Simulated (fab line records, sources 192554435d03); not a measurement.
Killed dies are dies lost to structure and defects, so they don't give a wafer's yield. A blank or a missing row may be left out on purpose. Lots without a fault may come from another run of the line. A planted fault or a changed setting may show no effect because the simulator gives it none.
fab line records | flow n5_finfet
record lots=4 wafers=11 last_day=18
route steps=1938 shown MOL_CONTACT_COAG@525 BEOL_M4@1111
lots that met no fault: from a run of the same line without faults
start_h: hours from the record's first day to the start of the lot's first wafer shown | wait_h: hours since the lot's step before | " the same as in the row above | L1.1+2: a row that stands for several wafers | - no value, or no start given | * or withheld: withheld | < > ~ a bound
route shown NAME@n: a module of which the file shows steps, and the number in the route of the first | usual: mean/standard deviation of fault-free wafers | same: alike in all rows | chamber/n: place in a boat | sites: the reading at each site | _std_site: their standard deviation | _edge_site: outer sites' mean less inner sites' | radius_mm: how far each site lies from the wafer's centre | mask NAME#n: copy n | behind: the tool/chamber that last shaped the wafer | hold: why the lot was held/for how many hours/how that ended | device: the transistor (n, p or np) that didn't switch | end of line: the same wafers' tests at the end of the route | a step without rows: its recipe alone | killed: dies lost to structure and defects at the first sort, not the wafer's yield | map: a wafer's dies, x killed, . not, _ none there
set.NAME: the setting as run; set.NAME@STEP: as run at that earlier step | model.NAME: the simulator's own value behind a step, which no gauge read
lots at some steps of the route; a table a step, a row a wafer
services: from which hour (start_h, from the record's first day; less than 0 if before it) a tool's chamber was out of use, for how many hours, and why
## steps
# step N5_MOL_CONTACT_COAG_DEVELOP_07
# recipe develop_time_s=30 developer=TMAH resist=CAR-EUV rinse_liquid=surfactant_rinse dry=air_spin dev_temp_c=23
# step N5_MOL_CONTACT_COAG_DESCUM_13
# recipe chemistry=O2 time_s=7 source_power_w=50 bias_power_w=20 pressure_mtorr=20 rf_frequency_hz=2.712e+07 temp_c=40 resist=CAR-EUV o2_flow_sccm=225
# step N5_MOL_CONTACT_COAG_ETCH_59
# recipe chemistry=N2/H2 target=underlayer target_depth_a=130 mask_material=CAR-EUV time_s=10.4 ion_energy_ev=200 pressure_mtorr=30 source_w=840 bias_w=150 n2_flow_sccm=200 h2_flow_sccm=200 ends=cleared
# step N5_MOL_CONTACT_COAG_ETCH_105
# recipe chemistry=CF4 target=SiARC target_depth_a=156 mask_material=CAR-EUV time_s=26 ion_energy_ev=80 pressure_mtorr=40 source_w=545 bias_w=36 Ar_flow_sccm=100 cf4_flow_sccm=100 ends=cleared
# step N5_MOL_CONTACT_COAG_ETCH_106
# recipe chemistry=N2/H2 target=SOC target_depth_a=800 overetch_a=160 mask_material=SiARC temp_c=40 time_s=120 ion_energy_ev=200 pressure_mtorr=30 source_w=840 bias_w=150 n2_flow_sccm=200 h2_flow_sccm=200
# step N5_MOL_CONTACT_COAG_STRIP_107
# recipe chemistry=N2/H2 temp_c=40 n2_flow_sccm=200 h2_flow_sccm=200 rf_frequency_hz=6e+07
# step N5_MOL_CONTACT_COAG_STRIP_108
# recipe chemistry=N2/H2 temp_c=40 n2_flow_sccm=200 h2_flow_sccm=200 rf_frequency_hz=6e+07
# step N5_MOL_CONTACT_COAG_CONTACT_ETCH_14
# recipe chemistry=C4F6/O2 target=SiO2 target_depth_a=275 overetch_a=85 mask_material=SOC pressure_mtorr=30 source_w=370 bias_w=185 Ar_flow_sccm=300 C4F6_flow_sccm=16 O2_flow_sccm=10 time_s=20 ion_energy_ev=259.6
# step N5_MOL_CONTACT_COAG_STRIP_109
# recipe chemistry=C4F6/O2 resist=SiARC rf_frequency_hz=6e+07
# step N5_MOL_CONTACT_COAG_ETCH_15
# recipe chemistry=CH3F/O2 target=SiNx target_depth_a=70 mask_material=SOC stop_on=Si:P over_etch_frac=0.75 ion_energy_ev=120 pressure_mtorr=30 source_w=395 bias_w=73 Ar_flow_sccm=150 CH3F_flow_sccm=30 O2_flow_sccm=20
# usual CH3F_flow_sccm=30.01/0.09 drypump_motor_current_A=5.9/0.56 oes_ar_750_au=0.77/0.067 oes_f_703_au=0.77/0.073 oes_o_777_au=0.78/0.072 oes_product_au=0.57/0.045 over_etch_frac=0.75/0 rf_vpp_V=297/4.7 showerhead_plenum_p_Torr=1.96/0.053 throttle_valve_pct=16.46/0.29
# columns lot.wafer tool chamber start_h wait_h CH3F_flow_sccm drypump_motor_current_A oes_ar_750_au oes_f_703_au oes_o_777_au oes_product_au over_etch_frac rf_hours_counter_h rf_vpp_V showerhead_plenum_p_Torr throttle_valve_pct model.SOC_of_MOL_CONTACT_COAG_COAT_103.thk_nm
L130.1 rie_diel-04 0 126.88 0.0 29.94 6.8 0.72 0.72 0.72 0.46 1.4832 184 301 1.91 16.71 74
L130.4 " 2 " " 30.05 6.1 0.90 0.93 0.93 0.65 0.75 29 291 1.94 15.95 75.4
L130.6 " 2 " " 30.06 6.1 0.91 0.93 0.92 0.55 1.4832 - 291 1.94 15.93 73.8
L132.1 rie_diel-04 1 135.41 0.0 30.13 6.0 0.72 0.71 0.73 0.46 1.4832 202 300 1.98 16.66 73.8
L132.2 " 2 " " 29.93 6.1 0.90 0.92 0.92 0.65 0.75 32 291 1.94 15.95 75
L140.1 rie_diel-02 2 183.20 0.0 30.07 5.8 0.75 0.76 0.76 0.54 0.75 177 300 2.07 16.35 75.4
L140.5 " 2 " " 30.05 5.8 0.76 0.77 0.77 0.55 0.75 - 301 2.07 16.36 75.6
L140.6 " 3 " " 29.94 5.0 0.73 0.75 0.72 0.52 0.75 - 290 1.99 16.77 75.4
L147.1 rie_diel-04 2 228.19 0.0 30.03 6.1 0.86 0.87 0.87 0.62 0.75 64 290 1.93 16.00 74.8
L147.2 " 0 " " 29.96 6.8 0.71 0.70 0.69 0.52 0.75 216 300 1.90 16.77 75
L147.4 " 1 " " 29.94 6.0 0.69 0.69 0.71 0.51 0.75 234 301 1.96 16.72 75.2
# step N5_MOL_CONTACT_COAG_ETCH_110
# recipe chemistry=CF4/O2 target=Si target_depth_a=25 time_s=8 pressure_mtorr=100 source_w=200 bias_w=12 ion_energy_ev=60 Ar_flow_sccm=100 cf4_flow_sccm=100 O2_flow_sccm=10
# usual drypump_motor_current_A=5.9/0.56 oes_ar_750_au=0.77/0.066 oes_f_703_au=0.77/0.074 oes_o_777_au=0.78/0.066 oes_product_au=0.77/0.068 rf_vpp_V=127.4/2.4 showerhead_plenum_p_Torr=2.19/0.055 throttle_valve_pct=10.9/0.32
# columns lot.wafer tool chamber start_h wait_h drypump_motor_current_A oes_ar_750_au oes_f_703_au oes_o_777_au oes_product_au rf_hours_counter_h rf_vpp_V showerhead_plenum_p_Torr throttle_valve_pct model.SOC_of_MOL_CONTACT_COAG_COAT_103.thk_nm
L130.1 rie_diel-04 0 126.94 0.0 6.8 0.73 0.73 0.74 0.72 184 129.8 2.12 11.1 72.4
L130.4 " 2 " " 6.1 0.90 0.93 0.90 0.91 29 123.3 2.17 10.4 73.8
L130.6 " 2 " " 6.1 0.90 0.92 0.90 0.91 - 124.5 2.17 10.4 72.2
L132.1 rie_diel-04 1 135.47 0.0 6.1 0.71 0.71 0.73 0.71 202 129.7 2.21 11.2 72.4
L132.2 " 2 " " 6.1 0.89 0.93 0.89 0.91 32 124.4 2.17 10.4 73.4
L140.1 rie_diel-02 2 183.26 0.0 5.8 0.76 0.77 0.77 0.75 177 127.7 2.29 10.8 74
L140.5 " 2 " " 5.8 0.76 0.76 0.77 0.76 - 129.6 2.29 10.8 74
L140.6 " 3 " " 5.1 0.73 0.74 0.72 0.73 - 122.9 2.22 11.2 73.8
L147.1 rie_diel-04 2 228.25 0.0 6.1 0.85 0.88 0.86 0.85 64 123.9 2.16 10.5 73.2
L147.2 " 0 " " 6.8 0.71 0.70 0.72 0.70 216 128.5 2.11 11.2 73.6
L147.4 " 1 " " 6.0 0.69 0.69 0.70 0.69 234 128.0 2.20 11.3 73.8
# step N5_MOL_CONTACT_COAG_STRIP_98
# recipe chemistry=N2/H2 power_w=500 temp_c=40 pressure_mtorr=50 rf_frequency_hz=6e+07 overash_fraction=0.3 bias_power_w=8 h2_frac=0.5 n2_flow_sccm=300 h2_flow_sccm=300
# step N5_BEOL_M4_RC_MEAS_101
# usual DIBL_N=36.4/1.7 DIBL_P=36.4/2.1 IOFF_N=0.16/0.035 IOFF_P=0.21/0.035 ION_N=680/11 ION_P=465/6.8 SS_N=71.5/0.58 SS_P=73.2/0.72 VT_N=249/3.6 VT_P=-250/3.1
# columns lot.wafer tool chamber start_h wait_h DIBL_N[mV/V] DIBL_P[mV/V] IOFF_N[nA/um] IOFF_P[nA/um] ION_N[uA/um] ION_P[uA/um] SS_N[mV/dec] SS_P[mV/dec] VT_N[mV] VT_P[mV]
L130.1 prober-01 0 214.30 0.0 36.1 35.9 0.15 0.24 676 472 71.9 72.8 250 -246
L130.4 " 0 " " 38.2 38.6 0.20 0.29 692 477 72.0 74.6 244 -247
L130.6 " 0 " " 36.8 36.1 0.17 0.24 691 473 71.5 73.3 249 -245
L132.1 prober-02 0 214.89 0.6 36.7 36.4 0.16 0.20 675 465 71.1 73.1 248 -253
L132.2 " 0 " " 34.7 34.5 0.13 0.17 670 457 71.3 72.2 254 -256
L140.1 prober-01 0 268.45 0.0 36.0 36.6 0.15 0.19 662 455 71.2 73.0 252 -254
L140.5 " 0 " " 35.1 35.7 0.15 0.19 676 466 69.8 72.7 251 -251
L140.6 " 0 " " 34.2 34.0 0.12 0.16 676 461 70.7 72.3 257 -254
L147.1 prober-01 0 309.46 0.0 37.1 37.3 0.17 0.24 685 471 71.3 73.8 249 -247
L147.2 " 0 " " 37.0 36.5 0.16 0.23 674 461 71.4 73.7 250 -248
L147.4 " 0 " " 36.6 35.0 0.15 0.21 668 462 71.9 73.1 251 -250
## services
# columns tool chamber start_h hours kind
rie_diel-04 0 143.65 8.5 repair
rie_diel-02 0 211.43 - clean
rie_diel-02 0 211.43 - consumable_replace:focus_ring
rie_diel-02 0 211.43 15.1 scheduled_down
rie_diel-02 0 211.43 15.1 vent_cycle
## key
first_sign step=N5_MOL_CONTACT_COAG_ETCH_15 reading=over_etch_frac direction=up sigmas=99+ usual=0.75 struck=1.4832
effect none on later readings
model_effect step=N5_MOL_CONTACT_COAG_ETCH_15 value=SOC_of_MOL_CONTACT_COAG_COAT_103.thk_nm without=75.27 struck=73.87
model_effect step=N5_MOL_CONTACT_COAG_ETCH_110 value=SOC_of_MOL_CONTACT_COAG_COAT_103.thk_nm without=73.73 struck=72.33
met_at N5_MOL_CONTACT_COAG_ETCH_15
struck_wafers L130.1,L130.6,L132.1
fault kind=process_parameter_drift tool=rie_diel-04 chamber=- onset_h=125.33 steps=N5_MOL_CONTACT_COAG_ETCH_15 channel=over_etch_frac offset=0.73316 shape=step end_h=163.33 scope=struck_wafers_only acts_in=these_recipes_only stated=0.75
